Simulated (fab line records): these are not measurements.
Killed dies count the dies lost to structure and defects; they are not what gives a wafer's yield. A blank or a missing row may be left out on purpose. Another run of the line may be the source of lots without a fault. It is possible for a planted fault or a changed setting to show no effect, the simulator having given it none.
One fault seen from 2 desks    flow n5 finfet    each desk holds nothing but its own numbers, with what lay behind them at the end

== METROLOGY DESK ==
What the gauges read for every lot (on any tool): the sampled wafers with a number, averaged. If a lot's mean is further than 4 standard deviations from the usual mean, the lot is out of limits and carries the mark OUT (the distance appears in the brackets). Of its 12 readings 7 are shown: the one that was out of limits first, and those that lie furthest out on some lot.
Columns: A = M2_THK at N5_BEOL_M2_THK_MEAS_53, usual 40.5 nm; B = M3_ILD_THK at N5_BEOL_M3_THK_MEAS_01, usual 78.8 nm; C = DIBL_P at N5_BEOL_M4_RC_MEAS_101, usual 37.3 mV/V; D = IOFF_P at N5_BEOL_M4_RC_MEAS_101, usual 0.24 nA/um; E = ION_N at N5_BEOL_M4_RC_MEAS_101, usual 680 uA/um; F = SS_N at N5_BEOL_M4_RC_MEAS_101, usual 71.8 mV/dec; G = SS_P at N5_BEOL_M4_RC_MEAS_101, usual 73.5 mV/dec
lot   first seen here  A     B                C     D     E    F     G
L249  day 7 08:51      39.5  78.9             34.5  0.20  675  71.1  73.1
L251  day 7 15:50      39.8  78.6             39.6  0.27  702  72.3  74.0
L252  day 7 16:53      38.3  79.0             34.5  0.18  662  71.6  72.7
L253  day 8 10:52      40.9  79.7             35.8  0.25  676  71.7  73.2
L254  day 8 20:20      41.6  78.7             35.0  0.21  672  71.3  73.1
L255  day 8 21:44      40.5  78.4             37.5  0.21  677  71.2  73.3
L256  day 8 22:10      40.4  78.7             37.4  0.23  681  71.7  73.3
L258  day 9 15:16      41.0  69.4 (-8.5) OUT  34.8  0.21  666  71.1  72.5
L261  day 10 19:04     40.8  68.7 (-9.2) OUT  38.3  0.27  672  72.9  73.0
L268  day 12 11:11     39.1  78.1             35.7  0.21  680  71.6  73.2
L265  day 12 13:09     41.3  77.6             40.5  0.30  680  73.0  74.2
L269  day 12 15:02     41.7  78.0             37.6  0.22  683  71.9  74.1
L266  day 12 16:55     41.2  79.8             38.5  0.25  683  72.2  73.4
L271  day 13 12:50     40.6  79.3             37.3  0.26  676  72.1  73.9
This desk's result: L258, L261 out of limits, first on L258 (M3_ILD_THK at N5_BEOL_M3_THK_MEAS_01), day 9 15:40. In limits: L249, L251, L252, L253, L254, L255, L256, L268, L265, L269, L266, L271.

== DESK OF THE TOOL OWNER: pecvd-01 ==
The tool's own readings at N5_BEOL_M3_ILD_DEP_00 (deposits SiOC from DEMS/O2, target thk 79 nm, time 15.3 s): means of the sampled wafers that have a number, for each lot that ran on this tool. If a lot's mean is further than 4 standard deviations from the usual mean, the lot is out of limits and carries the mark OUT (the distance appears in the brackets).
Columns: A = heater power w at N5_BEOL_M3_ILD_DEP_00, usual 492 W; B = showerhead plenum p Torr at N5_BEOL_M3_ILD_DEP_00, usual 5.697 Torr; C = throttle valve pct at N5_BEOL_M3_ILD_DEP_00, usual 12.1 %
lot   first seen here  A    B      C
L249  day 7 09:11      566  5.695  12.1
L251  day 7 16:12      509  5.699  11.9
L253  day 8 11:11      536  5.702  11.9
L256  day 8 22:29      489  5.710  11.9
L258  day 9 15:35      495  5.691  12.2
L261  day 10 19:25     516  5.693  11.9
This desk found nothing out of limits on any of the 6 lots.

== TAKEN TOGETHER ==
The metrology desk could have raised an alarm at day 9 15:40, on L258, L261.
Nothing out of limits was seen by the tool owner's desk.
On record at the tool owner's desk: L258, L261, within its limits.
N5_BEOL_M3_ILD_DEP_00 was run on pecvd-01 by each of the lots named.

== WHAT HAD BEEN PUT IN BY THE SIMULATOR ==
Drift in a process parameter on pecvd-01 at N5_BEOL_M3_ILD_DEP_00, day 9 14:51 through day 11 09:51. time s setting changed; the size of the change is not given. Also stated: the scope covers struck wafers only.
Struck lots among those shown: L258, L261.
Delay in hours, fault start to first out-of-limits reading, per desk: metrology desk 1.
